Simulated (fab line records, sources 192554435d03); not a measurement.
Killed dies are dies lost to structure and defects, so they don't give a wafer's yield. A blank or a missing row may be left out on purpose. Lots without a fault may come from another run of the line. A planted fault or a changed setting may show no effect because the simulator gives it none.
fab line records | flow n5_finfet
record lots=6 wafers=17 last_day=19
route steps=1938 shown BEOL_M5@1118 PASSIVATION@1936
lots that met no fault: from a run of the same line without faults
start_h: hours from the record's first day to the start of the lot's first wafer shown | wait_h: hours since the lot's step before | " the same as in the row above | L1.1+2: a row that stands for several wafers | - no value, or no start given | * or withheld: withheld | < > ~ a bound
route shown NAME@n: a module of which the file shows steps, and the number in the route of the first | usual: mean/standard deviation of fault-free wafers | same: alike in all rows | chamber/n: place in a boat | sites: the reading at each site | _std_site: their standard deviation | _edge_site: outer sites' mean less inner sites' | radius_mm: how far each site lies from the wafer's centre | mask NAME#n: copy n | behind: the tool/chamber that last shaped the wafer | hold: why the lot was held/for how many hours/how that ended | device: the transistor (n, p or np) that didn't switch | end of line: the same wafers' tests at the end of the route | a step without rows: its recipe alone | killed: dies lost to structure and defects at the first sort, not the wafer's yield | map: a wafer's dies, x killed, . not, _ none there
set.NAME: the setting as run; set.NAME@STEP: as run at that earlier step | model.NAME: the simulator's own value behind a step, which no gauge read
lots at some steps of the route; a table a step, a row a wafer
services: from which hour (start_h, from the record's first day; less than 0 if before it) a tool's chamber was out of use, for how many hours, and why
## steps
# step N5_BEOL_M5_COAT_60
# recipe resist=SiARC temp_c=220 time_s=60 spin_rpm=1500 resist_thk_nm=12
# step N5_BEOL_M5_COAT_71
# recipe resist=underlayer temp_c=205 time_s=60 spin_rpm=1500 resist_thk_nm=5
# step N5_BEOL_M5_COAT_05
# recipe resist=CAR-EUV spin_rpm=1500 resist_thk_nm=30
# step N5_BEOL_M5_EBR_07
# recipe solvent=PGMEA ebr_width_mm=1.5
# step N5_BEOL_M5_SOFTBAKE_06
# recipe temp_c=110 time_s=60 resist=CAR-EUV
# step N5_BEOL_M5_EXPOSE_08
# recipe mask_id=M5 na=0.33 source_shape=annular sigma_inner=0.4 sigma_outer=0.8 polarization=unpolarized target_cd_nm=28 dose_mj=35.75
# step N5_BEOL_M5_PEB_09
# recipe peb_temp_c=100 peb_time_s=60 resist=CAR-EUV
# step N5_BEOL_M5_DEVELOP_10
# recipe develop_time_s=30 developer=TMAH resist=CAR-EUV rinse_liquid=surfactant_rinse dry=air_spin dev_temp_c=23
# step N5_BEOL_M5_CD_MEAS_11
# recipe target_cd_nm=27.74 landing_energy_ev=500 detector=se_inlens
# usual cd_nm=28.03/0.23
# columns lot.wafer tool chamber start_h wait_h cd_nm
L798.2 cd_sem-02 0 260.13 - 27.70
L798.5 " 0 " " 27.51
L798.6 " 0 " " 27.90
L797.2 cd_sem-03 0 269.54 - 28.11
L797.3 " 0 " " 28.17
L797.6 " 0 " " 28.38
L804.2 cd_sem-01 0 308.69 - 28.35
L804.3 " 0 " " 28.18
L804.4 " 0 " " 28.06
L805.1 cd_sem-02 0 313.40 - 27.99
L805.5 " 0 " " 27.92
L806.1 cd_sem-02 0 317.36 - 28.50
L806.3 " 0 " " 28.30
L806.4 " 0 " " 27.99
L809.1 cd_sem-01 0 345.01 - 27.85
L809.4 " 0 " " 27.82
L809.6 " 0 " " 28.17
# step N5_BEOL_M5_OVL_MEAS_12
# recipe points_per_wafer=522
# usual M5_OVL=-0.3/0.7
# columns lot.wafer tool chamber start_h wait_h M5_OVL[nm]
L798.2 overlay-01 0 260.18 0.0 0.6
L798.5 " 0 " " 0.5
L798.6 " 0 " " -0.6
L797.2 overlay-02 0 269.57 0.0 0.7
L797.3 " 0 " " 0.6
L797.6 " 0 " " 0.4
L804.2 overlay-01 0 308.73 0.0 0.8
L804.3 " 0 " " 0.5
L804.4 " 0 " " 0.1
L805.1 overlay-01 0 313.43 0.0 -0.7
L805.5 " 0 " " -0.3
L806.1 overlay-01 0 317.40 0.0 -1.8
L806.3 " 0 " " -1.2
L806.4 " 0 " " -0.1
L809.1 overlay-01 0 345.04 0.0 -0.3
L809.4 " 0 " " -0.1
L809.6 " 0 " " -0.3
# step N5_BEOL_M5_INSPECT_13
# recipe mode=adi inspect_instrument=brightfield
# usual raw_defect_count=387/100
# columns lot.wafer tool chamber start_h wait_h raw_defect_count
L798.2 defect_inspect-01 - 260.23 0.0 268
L798.5 " - " " 163
L798.6 " - " " 258
L797.2 defect_inspect-01 - 269.63 0.0 290
L797.3 " - " " 307
L797.6 " - " " 365
L804.2 defect_inspect-02 - 308.78 0.0 327
L804.3 " - " " 464
L804.4 " - " " 537
L805.1 defect_inspect-02 - 313.48 0.1 395
L805.5 " - " " 361
L806.1 defect_inspect-01 - 317.46 0.1 350
L806.3 " - " " 349
L806.4 " - " " 398
L809.1 defect_inspect-02 - 345.10 0.1 431
L809.4 " - " " 473
L809.6 " - " " 394
# step N5_BEOL_M5_DESCUM_16
# recipe chemistry=O2 time_s=7 source_power_w=50 bias_power_w=20 pressure_mtorr=20 rf_frequency_hz=2.712e+07 temp_c=40 resist=CAR-EUV o2_flow_sccm=225
# usual bias_power_w=20.00/0.057 drypump_motor_current_A=5.7/0.66 oes_product_au=0.81/0.07 rf_vpp_V=242.9/1.3 showerhead_plenum_p_Torr=2.09/0.063 throttle_valve_pct=20.39/0.19
# columns lot.wafer tool chamber start_h wait_h bias_power_w drypump_motor_current_A oes_product_au rf_hours_counter_h rf_vpp_V showerhead_plenum_p_Torr throttle_valve_pct
L798.2 rie_diel-06 2 260.42 0.2 19.95 6.6 0.90 32 245.0 2.13 20.40
L798.5 " 2 " " 19.98 6.6 0.90 - 242.4 2.13 20.41
L798.6 " 3 " " 19.96 5.1 0.70 - 241.6 1.98 20.83
L797.2 rie_diel-01 2 269.66 0.0 19.92 4.9 0.74 171 241.4 2.00 20.45
L797.3 " 0 " " 20.13 5.4 0.80 99 243.2 2.11 20.29
L797.6 " 2 " " 19.94 4.9 0.74 - 241.2 2.00 20.44
L804.2 rie_diel-01 2 308.81 0.0 19.93 4.8 0.72 183 240.4 1.99 20.43
L804.3 " 3 " " 19.97 5.3 0.86 40 241.3 2.04 20.09
L804.4 " 1 " " 20.09 6.8 0.78 121 243.6 2.11 20.42
L805.1 rie_diel-01 3 313.52 0.0 19.97 5.4 0.85 42 241.7 2.04 20.09
L805.5 " 3 " " 19.96 5.4 0.86 - 243.7 2.04 20.12
L806.1 rie_diel-06 3 317.50 0.0 20.04 5.1 0.68 245 239.9 1.97 20.86
L806.3 " 1 " " 20.05 4.9 0.71 239 242.6 2.07 20.56
L806.4 " 2 " " 19.92 6.6 0.86 48 243.6 2.12 20.43
L809.1 rie_diel-06 1 345.15 0.0 20.01 4.9 0.70 249 242.5 2.07 20.59
L809.4 " 0 " " 19.96 6.2 0.83 - 243.6 2.12 20.26
L809.6 " 1 " " 20.08 4.9 0.70 - 242.6 2.07 20.59
# step N5_BEOL_M5_ETCH_72
# recipe chemistry=N2/H2 target=underlayer target_depth_a=65 mask_material=CAR-EUV time_s=5.2 ion_energy_ev=200 pressure_mtorr=30 source_w=840 bias_w=150 n2_flow_sccm=200 h2_flow_sccm=200 ends=cleared
# usual bias_w=149.9/0.44 drypump_motor_current_A=5.7/0.67 etch_rf_on_time_s=5.17/0.09 oes_product_au=0.69/0.061 rf_vpp_V=523.6/2.5 showerhead_plenum_p_Torr=2.53/0.076 throttle_valve_pct=17.83/0.21
# columns lot.wafer tool chamber start_h wait_h bias_w drypump_motor_current_A etch_rf_on_time_s oes_product_au rf_hours_counter_h rf_vpp_V showerhead_plenum_p_Torr throttle_valve_pct
L798.2 rie_diel-06 2 260.45 0.0 149.8 6.6 5.07 0.76 32 525.3 2.59 17.93
L798.5 " 2 " " 149.5 6.6 5.05 0.76 - 524.0 2.59 17.92
L798.6 " 3 " " 149.7 5.1 5.34 0.59 - 521.2 2.41 18.28
L797.2 rie_diel-01 2 269.69 0.0 150.1 4.9 5.21 0.63 171 518.7 2.43 17.91
L797.3 " 0 " " 150.3 5.4 5.21 0.68 99 524.9 2.57 17.77
L797.6 " 2 " " 150.0 4.8 5.25 0.63 - 519.7 2.43 17.92
L804.2 rie_diel-01 2 308.85 0.0 149.8 4.9 5.15 0.64 183 519.0 2.43 17.96
L804.3 " 3 " " 192.8 5.4 4.49 0.78 40 612.5 2.48 17.49
L804.4 " 1 " " 149.8 6.8 5.20 0.66 121 524.3 2.56 17.85
L805.1 rie_diel-01 3 313.55 0.0 193.3 5.4 4.43 0.80 42 610.8 2.48 17.49
L805.5 " 3 " " 192.2 5.4 4.44 0.78 - 615.0 2.48 17.53
L806.1 rie_diel-06 3 317.53 0.0 149.9 5.1 5.32 0.59 245 518.7 2.40 18.32
L806.3 " 1 " " 150.8 5.0 5.28 0.60 239 522.2 2.50 17.94
L806.4 " 2 " " 149.6 6.6 5.02 0.75 48 523.3 2.58 17.95
L809.1 rie_diel-06 1 345.18 0.0 149.8 4.9 5.29 0.59 249 523.9 2.50 17.98
L809.4 " 0 " " 150.2 6.2 5.13 0.71 - 524.6 2.58 17.75
L809.6 " 1 " " 150.4 4.9 5.22 0.59 - 522.3 2.50 17.95
# step N5_BEOL_M5_ETCH_61
# recipe chemistry=CF4 target=SiARC target_depth_a=156 mask_material=CAR-EUV time_s=26 ion_energy_ev=80 pressure_mtorr=40 source_w=545 bias_w=36 Ar_flow_sccm=100 cf4_flow_sccm=100 ends=cleared
# usual bias_w=35.98/0.11 drypump_motor_current_A=5.7/0.66 etch_rf_on_time_s=25.9/0.44 oes_product_au=0.69/0.061 rf_vpp_V=184.0/1.1 showerhead_plenum_p_Torr=2.14/0.06 throttle_valve_pct=15.56/0.2
# columns lot.wafer tool chamber start_h wait_h bias_w drypump_motor_current_A etch_rf_on_time_s oes_product_au rf_hours_counter_h rf_vpp_V showerhead_plenum_p_Torr throttle_valve_pct
L798.2 rie_diel-06 2 260.47 0.0 36.14 6.6 25.7 0.75 32 184.8 2.18 15.60
L798.5 " 2 " " 35.97 6.6 25.7 0.76 - 183.0 2.18 15.58
L798.6 " 3 " " 35.94 5.1 26.9 0.58 - 181.4 2.03 16.01
L797.2 rie_diel-01 2 269.71 0.0 35.85 4.9 25.9 0.63 171 183.2 2.05 15.68
L797.3 " 0 " " 35.97 5.4 26.1 0.69 99 183.2 2.16 15.50
L797.6 " 2 " " 35.93 4.8 25.8 0.63 - 182.0 2.06 15.69
L804.2 rie_diel-01 2 308.86 0.0 36.01 4.9 26.1 0.62 183 183.3 2.05 15.72
L804.3 " 3 " " 36.06 5.4 25.6 0.73 40 183.0 2.10 15.29
L804.4 " 1 " " 35.93 6.8 26.0 0.67 121 184.5 2.15 15.56
L805.1 rie_diel-01 3 313.57 0.0 36.04 5.4 25.6 0.73 42 183.8 2.10 15.27
L805.5 " 3 " " 35.87 5.4 25.4 0.74 - 183.1 2.10 15.28
L806.1 rie_diel-06 3 317.55 0.0 35.93 5.1 26.8 0.58 245 181.5 2.02 16.05
L806.3 " 1 " " 36.01 4.9 26.6 0.60 239 183.6 2.11 15.74
L806.4 " 2 " " 36.00 6.6 25.7 0.74 48 185.1 2.18 15.61
L809.1 rie_diel-06 1 345.20 0.0 36.00 5.0 26.4 0.60 249 182.8 2.11 15.76
L809.4 " 0 " " 35.83 6.2 25.3 0.72 - 186.3 2.17 15.43
L809.6 " 1 " " 35.90 4.9 26.2 0.60 - 183.9 2.11 15.75
# step N5_PASSIVATION_PROBE_49
# usual defect_limited_yield=91.5/1.3 killed_at_M0_to_M3=33/10 killed_at_M4_up=13/4 killed_at_contacts=12/6.3 killed_at_front_end=39/11 killed_at_other=3.4/2.6 killed_dies=100/15 killed_open=65/11 killed_short=34/7.8 sort_bin_5_function=5.0/0.89 sort_bin_6_memory=3.2/0.58 sort_n_pass=1080/15 sort_yield_pct=91.5/1.3
# same gross_dies=1180 killed_at_back_side=0 sort_bin_4_leakage[%]=0 sort_bin_8_speed[%]=0
# columns lot.wafer tool chamber start_h wait_h defect_limited_yield[%] killed_at_M0_to_M3 killed_at_M4_up killed_at_contacts killed_at_front_end killed_at_other killed_dies killed_open killed_short sort_bin_5_function[%] sort_bin_6_memory[%] sort_n_pass sort_yield_pct[%]
L805.1 prober-02 - 418.76 0.0 89.9 32 16 8 62 1 119 83 36 6.0 3.7 1061 89.9
L805.5 prober-02 - 418.96 0.2 91.0 49 15 8 34 0 106 76 29 5.8 2.9 1074 91.0
# killed by level:class
L805.1 STI_FIN_REVEAL:geometric_particle:open=16 DUMMY_GATE:geometric_particle:open=12 FIN_SAQP:geometric_particle:open=9 BEOL_M0_SAQP:geometric_particle:short=9 MOL_CONTACT_COAG:geometric_particle:open=8 BEOL_M0_SAQP:geometric_particle:open=7 BEOL_M3:geometric_particle:open=7 FIN_SAQP:geometric_particle:short=6
L805.5 BEOL_M0_SAQP:geometric_particle:open=15 FIN_SAQP:geometric_particle:open=9 BEOL_M0_SAQP:geometric_particle:short=9 BEOL_M3:geometric_particle:open=9 BEOL_M4:geometric_particle:open=8 MOL_CONTACT_COAG:geometric_particle:open=7 STI_FIN_REVEAL:geometric_particle:open=5 BEOL_M2:geometric_particle:open=5
## services
# columns tool chamber start_h hours kind
rie_diel-01 2 247.70 9.1 repair
rie_diel-01 3 261.33 9.2 repair
rie_diel-01 - 326.60 0.4 repair
rie_diel-06 3 333.41 3.6 repair
rie_diel-06 3 337.04 - clean
rie_diel-06 3 337.04 - consumable_replace:focus_ring
rie_diel-06 3 337.04 - consumable_replace:showerhead
rie_diel-06 3 337.04 15.9 scheduled_down
rie_diel-06 3 337.04 15.9 vent_cycle
rie_diel-01 - 344.99 2.8 pm
## key
first_sign step=N5_BEOL_M5_ETCH_72 reading=bias_w direction=up sigmas=98 usual=* struck=*
effect step=N5_BEOL_M5_ETCH_72 reading=rf_vpp_V direction=up sigmas=36 usual=523.6 struck=612.8
met_at N5_BEOL_M5_ETCH_72
struck_wafers L804.3,L805.1,L805.5
fault kind=process_parameter_drift tool=rie_diel-01 chamber=3 onset_h=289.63 steps=N5_BEOL_M5_ETCH_72 channel=bias_w offset=* shape=step acts_in=* stated=*
